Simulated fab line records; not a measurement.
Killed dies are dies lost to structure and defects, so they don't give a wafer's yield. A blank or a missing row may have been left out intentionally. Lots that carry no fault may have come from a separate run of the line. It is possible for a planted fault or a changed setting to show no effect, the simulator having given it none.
Matching of chambers | flow n5Finfet | rieDiel-04 running N5_STI_FIN_REVEAL_ETCHBACK_08: 4 sister chambers
The step etches SiO2 in C4F6/O2, target depth 30.5 nm, time 10.167 s. 8 wafers are shown with their chamber, then 9 later ones without.

== WAFERS WITH THEIR CHAMBER ==
wafer  | chamber | showerheadPlenumPTorr (Torr) | drypumpMotorCurrentA (A)
L081.3 | 0       | 2.81                         | 5.7
L084.1 | 0       | 2.80                         | 5.7
L084.5 | 2       | 2.72                         | 5.9
L088.1 | 2       | 2.72                         | 5.9
L088.4 | 1       | 3.01                         | 6.4
L090.1 | 3       | 2.94                         | 5.9
L090.4 | 1       | 3.01                         | 6.4
L090.6 | 3       | 2.94                         | 6.0

== WAFERS WITHOUT THEIR CHAMBER ==
wafer  | showerheadPlenumPTorr (Torr) | drypumpMotorCurrentA (A)
L092.1 | 2.72                         | 5.9
L092.2 | 2.94                         | 5.9
L092.4 | 3.00                         | 6.4
L096.1 | 2.71                         | 5.9
L096.5 | 2.93                         | 5.9
L096.6 | 2.71                         | 5.9
L097.1 | 2.93                         | 6.0
L097.2 | 2.71                         | 5.9
L097.6 | 2.79                         | 5.7

== EACH ONE'S CHAMBER ==
wafer  | from the rows above | in truth
L092.1 | 2                   | 2
L092.2 | 3                   | 3
L092.4 | 1                   | 1
L096.1 | 2                   | 2
L096.5 | 3                   | 3
L096.6 | 2                   | 2
L097.1 | 3                   | 3
L097.2 | 2                   | 2
L097.6 | 0                   | 0
9 of 9 placed correctly. Left unplaced by these rows: 0. Placed wrongly: 0.
How it was worked out, from the rows above alone: a wafer's distance from a chamber is the root of the sum, over the readings, of the square of ((its reading less the chamber's mean) divided by the reading's scatter). The wafer belongs to the nearest chamber; if the next one is less than 2 further off, it can't be placed. Each chamber's mean is taken over the wafers shown for it. The scatter is the square root of a quotient: the sum, over the shown wafers, of each reading's squared deviation from its chamber's mean, divided by wafers minus chambers.
